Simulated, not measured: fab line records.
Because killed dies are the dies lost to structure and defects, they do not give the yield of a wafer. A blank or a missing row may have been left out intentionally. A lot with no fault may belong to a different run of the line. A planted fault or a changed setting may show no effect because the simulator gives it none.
Split-lot experiment | flow n5Finfet | on a route of 1938 steps: 7 lots, 39 wafers read

## ABOUT THE SPLIT
At N5_BEOL_M0_SAQP_CUT_ETCH_46 (etches SOC in N2/H2, target depth 135 nm, overetch 27 nm, time 202.5 s), the setting timeS was moved away from the recipe's 202.5 s on 12 of the 39 wafers read, by -55.8% to +42.5%. For the rest of the wafers, this setting stayed at what the recipe calls for.

The reading comes from the split's own step.

## THE READING
BEOL_M0_SAQP.cdNm (the simulator's own value, which no gauge read), in nm, at N5_BEOL_M0_SAQP_CUT_ETCH_46 (etches SOC in N2/H2, target depth 135 nm, overetch 27 nm, time 202.5 s). No usual value for it is given in the file. Average 30.2 nm, standard deviation 0.35 nm, over the 27 wafers here run with the recipe.

wafer  | tool, chamber at the split | timeS as run, s | against the recipe | BEOL_M0_SAQP.cdNm, nm | against lot-mates on the recipe
L075.1 | rieDiel-01, 1              | 202.5           | recipe             | 30.4                  | -
L075.2 | rieDiel-01, 2              | 202.5           | recipe             | 29.6                  | -
L075.3 | rieDiel-01, 0              | 202.5           | recipe             | 29.8                  | -
L075.4 | rieDiel-01, 3              | 202.5           | recipe             | 30                    | -
L075.5 | rieDiel-01, 1              | 202.5           | recipe             | 30.8                  | -
L075.6 | rieDiel-01, 0              | 202.5           | recipe             | 29.6                  | -
L084.1 | rieDiel-01, 2              | 202.5           | recipe             | 30.4                  | -
L084.2 | rieDiel-01, 0              | 202.5           | recipe             | 30.2                  | -
L084.3 | rieDiel-01, 3              | 202.5           | recipe             | 30.4                  | -
L084.4 | rieDiel-01, 1              | 202.5           | recipe             | 30.2                  | -
L084.5 | rieDiel-01, 1              | 202.5           | recipe             | 30.2                  | -
L084.6 | rieDiel-01, 2              | 202.5           | recipe             | 30.8                  | -
L087.1 | rieDiel-01, 0              | 148.4           | -26.7%             | 29                    | -1.0
L087.2 | rieDiel-01, 1              | 148.4           | -26.7%             | 28.8                  | -1.2
L087.3 | rieDiel-01, 2              | 148.4           | -26.7%             | 29.2                  | -0.8
L087.4 | rieDiel-01, 3              | 202.5           | recipe             | 30                    | -
L087.5 | rieDiel-01, 1              | 202.5           | recipe             | 29.8                  | -
L087.6 | rieDiel-01, 0              | 202.5           | recipe             | 30.2                  | -
L091.1 | rieDiel-02, 2              | 202.5           | recipe             | 30                    | -
L091.2 | rieDiel-02, 3              | 92.33           | -54.4%             | 27.8                  | -2.5
L091.3 | rieDiel-02, 1              | 92.33           | -54.4%             | 28.8                  | -1.5
L091.4 | rieDiel-02, 0              | 92.33           | -54.4%             | 28.2                  | -2.1
L091.5 | rieDiel-02, 0              | 202.5           | recipe             | 30.4                  | -
L091.6 | rieDiel-02, 1              | 202.5           | recipe             | 30.6                  | -
L093.1 | rieDiel-01, 0              | 89.57           | -55.8%             | 27.8                  | -2.6
L093.2 | rieDiel-01, 2              | 89.57           | -55.8%             | 28.4                  | -2.0
L093.3 | rieDiel-01, 1              | 202.5           | recipe             | 30.4                  | -
L093.4 | rieDiel-01, 3              | 202.5           | recipe             | 30.4                  | -
L093.6 | rieDiel-01, 3              | 202.5           | recipe             | 30.4                  | -
L093.5 | rieDiel-01, 0              | 89.57           | -55.8%             | 28                    | -2.4
L095.1 | rieDiel-01, 1              | 202.5           | recipe             | 29.8                  | -
L095.2 | rieDiel-01, 2              | 288.5           | +42.5%             | 33.2                  | +3.1
L095.3 | rieDiel-01, 0              | 288.5           | +42.5%             | 33.8                  | +3.7
L095.4 | rieDiel-01, 3              | 288.5           | +42.5%             | 33.2                  | +3.1
L095.5 | rieDiel-01, 3              | 202.5           | recipe             | 30.2                  | -
L095.6 | rieDiel-01, 0              | 202.5           | recipe             | 30.2                  | -
L097.1 | rieDiel-02, 1              | 202.5           | recipe             | 30.4                  | -
L097.4 | rieDiel-02, 0              | 202.5           | recipe             | 29.8                  | -
L097.5 | rieDiel-02, 2              | 202.5           | recipe             | 29.4                  | -

FIT RESULTS
A straight line over all 39 wafers: BEOL_M0_SAQP.cdNm changes by +0.0474 nm for each +1% of timeS; r = +0.92; the points scatter about the line by 0.51 nm.
The same after taking each lot's own level away (the mean of its wafers on the recipe; 39 wafers): +0.0501 nm for each +1%; r = +0.94; scatter 0.47 nm.
According to that fit, moving timeS by its largest amount changes the reading by 2.8 nm.
Measured against the standard deviation above, the lots' own levels, which go from 29.87 to 30.40 nm, span 1.5 times it.
Consequently the slope shifts little with the lot-to-lot level, the two slopes agreeing.
Check: for one of the wafers moved furthest among these (-55.8%), held out of the fit, the line's prediction against its lot-mates is -2.59 nm. Against them it came out at -2.6 nm.

## OTHER SPLITS APPLIED TO THESE WAFERS
These wafers also went through other splits before the reading. Each is held against what the fit with the lots' levels taken away leaves over:
other split on the same wafers           | wafers away from the commonest value | r with BEOL_M0_SAQP.cdNm (lot level and that fit taken away)
N5_FIN_SAQP_MANDREL_ETCH_22 targetDepthA | 6                                    | +0.11
N5_DUMMY_GATE_DESCUM_20 timeS            | 9                                    | -0.16

## THE WHOLE CHAIN: every reading that the file lists as answering this split, in the file's order
step                        | what it does                                                           | reading                                                                              | change (the file's fit)                | r (the file's)
N5_BEOL_M0_SAQP_CUT_ETCH_46 | etches SOC in N2/H2, target depth 135 nm, overetch 27 nm, time 202.5 s | SiARC_of_BEOL_M0_SAQP_COAT_72.thkNm (the simulator's own value, which no gauge read) | -0.099 nm for each +1% of the setting  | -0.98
N5_BEOL_M0_SAQP_CUT_ETCH_46 | etches SOC in N2/H2, target depth 135 nm, overetch 27 nm, time 202.5 s | BEOL_M0_SAQP.cdNm (the simulator's own value, which no gauge read)                   | +0.0478 nm for each +1% of the setting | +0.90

## THE FILE'S OWN FIT
BEOL_M0_SAQP.cdNm changes by +0.0478 nm for each +1% of timeS, r = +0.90.
